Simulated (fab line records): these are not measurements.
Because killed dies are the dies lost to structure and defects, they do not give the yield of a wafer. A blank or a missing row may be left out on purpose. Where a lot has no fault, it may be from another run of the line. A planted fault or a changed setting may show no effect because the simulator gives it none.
8D (eight disciplines) problem report, filled in by code ; flow nand_harc ; the parts of the form that need people (team, actions taken, sign-off) are left out

1. PROBLEM STATEMENT
At NHARC_A_ONON_D1_THK_MEAS_21, thk_nm averages 1659 nm over 4 wafers from 2 lots, while fault-free wafers read 1000 nm, standard deviation 11. Relative to the usual mean, that is a shift of +60 standard deviations.
The step: measures by ellipsometry.
First seen on wafer L759.1, day 15 06:46, on film_metro-02. The record holds 39 wafers of 13 lots with a number at this step. The rule behind "out" and "out of limits": a value lying over 4 standard deviations away from the usual mean. The rest of the wafers with a number are treated as sound.

2. WHAT IT IS AND WHAT IT IS NOT
question;is;is not
which readings at this step;thk_nm;-
which lots;L759, L761;L742, L743, L745, L746, L748, L750, L753, L754, L755, L764, L765
which wafers of those lots;L759.1, L759.2, L761.1, L761.2;L759.4, L761.5
read on which gauges;film_metro-02;film_metro-01
when;from day 15 06:46;"up to then (28 sound wafers); but 7 sound wafers of L761, L764, L765 came after"

3. WHAT RULES OUT EACH SUSPECT
Counting: any tool at a process step up to the reading remains a suspect provided it ran every lot that is out. Sound lots after the first of them don't rule it out here, since some wafers of a struck lot are sound.
- the gauge at NHARC_A_ONON_D1_THK_MEAS_21 has been ruled out. All the wafers that are out were read on film_metro-02, but those of them that NHARC_END_SORT_01 has rows for are out there too, on other tools.
- pecvd_onon-02 at NHARC_A_ONON_D1_DEP_19 (target thk 1000 nm): kept. It processed each lot that is out (first: L759, day 15 06:16); up to then, its last sound lot is L753 (day 12 15:25).
Left after counting: pecvd_onon-02 at NHARC_A_ONON_D1_DEP_19.

4. THE CAUSE (what the simulator had put in)
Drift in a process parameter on pecvd_onon-02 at NHARC_A_ONON_D1_DEP_19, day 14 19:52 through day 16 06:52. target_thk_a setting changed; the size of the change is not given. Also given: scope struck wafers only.
Counting left only this tool.

5. SEQUENCE OF EFFECTS, ordered by route
Each row: a reading where the mean over the struck wafers with a number is more than 3 standard deviations away from the usual. Scope: only readings with a usual standard deviation given in the record; hours: median across lots of the time from each lot's start at the first step in this table that gives one to its start at this step; sigmas: change in usual standard deviations.
hours;step;reading;usual;on struck wafers;change;sigmas
0;NHARC_A_ONON_D1_THK_MEAS_21;thk_nm;1000 nm;1659;+659;+60
381;NHARC_END_SORT_01;killed_at_array;56;672;+616;+31
381;NHARC_END_SORT_01;killed_dies;60;677;+617;+31

6. WHAT WOULD HAVE CAUGHT IT SOONER
11 hours passed between the start of the fault at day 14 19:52 and the first reading out of limits at a measuring or inspecting step in this record, taken at day 15 06:46.
Of the tool readings at NHARC_A_ONON_D1_DEP_19 for which the record gives a usual standard deviation, none was out on any struck wafer, so an alarm limit of 4 standard deviations on them would not have fired.
Among the 2 lots that are out, L761 began NHARC_A_ONON_D1_DEP_19 on pecvd_onon-02 after day 15 06:46. A hold on the tool at that time would have spared it.
